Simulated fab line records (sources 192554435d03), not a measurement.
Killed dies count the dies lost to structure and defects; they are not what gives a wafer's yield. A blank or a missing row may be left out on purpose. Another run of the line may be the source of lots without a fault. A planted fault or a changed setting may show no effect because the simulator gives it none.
Split-lot trial	flow n5Finfet	route with 1938 steps; 7 lots, 21 wafers read

SPLIT DETAILS
At N5_GATE_CUT_CMP_23 (polishes, stops on SiO2, t overpolish 23.4 s, target thk 16 nm), the setting downForcePsi was moved away from the recipe's 2.5 psi on 9 of the 21 wafers read, by +10.2% to +21.2%. For the rest of the wafers, this setting stayed at what the recipe calls for.

The reading comes from the split's own step.

THE READING
SiNx_of_GATE_CUT_ALD_22.thkNm (the simulator's own value, which no gauge read), in nm, at N5_GATE_CUT_CMP_23 (polishes, stops on SiO2, t overpolish 23.4 s, target thk 16 nm). There is no usual value for it anywhere in the file. The 12 wafers here that ran the recipe average 16.0 nm, standard deviation 0.082 nm.

wafer	tool, chamber at the split	downForcePsi as run, psi	against the recipe	SiNx_of_GATE_CUT_ALD_22.thkNm, nm	against lot-mates on the recipe
L075.2	cmp-03, 0	2.868	+14.7%	15.6	-0.4
L075.4	cmp-03, 1	2.868	+14.7%	15.8	-0.2
L075.6	cmp-03, 3	2.5	recipe	16	-
L077.3	cmp-01, 0	2.882	+15.3%	15.6	-0.4
L077.5	cmp-01, 1,2	2.5	recipe	16	-
L077.6	cmp-01, 1,2	2.5	recipe	16	-
L078.2	cmp-04, 2,0,2	2.5	recipe	16	-
L078.4	cmp-04, 2,0,2	2.5	recipe	16	-
L078.6	cmp-04, 2,0,2	2.5	recipe	16	-
L079.2	cmp-01, 0	2.5	recipe	16	-
L079.4	cmp-01, 3	2.779	+11.2%	16	-0.1
L079.6	cmp-01, 0	2.5	recipe	16.2	-
L086.2	cmp-01, 2	2.5	recipe	16	-
L086.1	cmp-01, 1	2.894	+15.8%	15.6	-0.3
L086.6	cmp-01, 3	2.5	recipe	15.8	-
L087.2	cmp-04, 1,3	3.03	+21.2%	15.6	-0.4
L087.3	cmp-04, 1,3	3.03	+21.2%	15.6	-0.4
L087.6	cmp-04, 1	2.5	recipe	16	-
L089.2	cmp-01, 3	2.756	+10.2%	15.6	-0.4
L089.5	cmp-01, 2	2.5	recipe	16	-
L089.6	cmp-01, 3	2.756	+10.2%	15.8	-0.2
Rows listing several chambers each stand for several wafers; the file does not say which wafer went through which chamber.

FIT RESULTS
A straight line over all 21 wafers: SiNx_of_GATE_CUT_ALD_22.thkNm changes by -0.0205 nm for each +1% of downForcePsi; r = -0.85; the points scatter about the line by 0.1 nm.
The same after taking each lot's own level away (the mean of its wafers on the recipe; 21 wafers): -0.0202 nm for each +1%; r = -0.90; scatter 0.08 nm.
According to that fit, moving downForcePsi by its largest amount changes the reading by 0.43 nm.
Measured against the standard deviation above, the lots' own levels, which go from 15.90 to 16.10 nm, span 2.4 times it.
The two slopes agree, so the slope changes little with the lot-to-lot level.
Check: for one of the wafers moved furthest among these (+21.2%), held out of the fit, the line's prediction against its lot-mates is -0.441 nm. Against them it came out at -0.4 nm.

THE OTHER SPLITS THESE WAFERS WENT THROUGH
Other splits were also applied to these wafers ahead of the reading. Each is held against what the fit with the lots' levels taken away leaves over:
other split on the same wafers	wafers away from the commonest value	r with SiNx_of_GATE_CUT_ALD_22.thkNm (lot level and that fit taken away)
N5_HKMG_FIN_EXPOSE_46 doseMj	7	+0.00
N5_HKMG_FIN_ETCH_58 sourceW	5	+0.22

FILE'S OWN FIT
SiNx_of_GATE_CUT_ALD_22.thkNm changes by -0.0203 nm for each +1% of downForcePsi, r = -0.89.
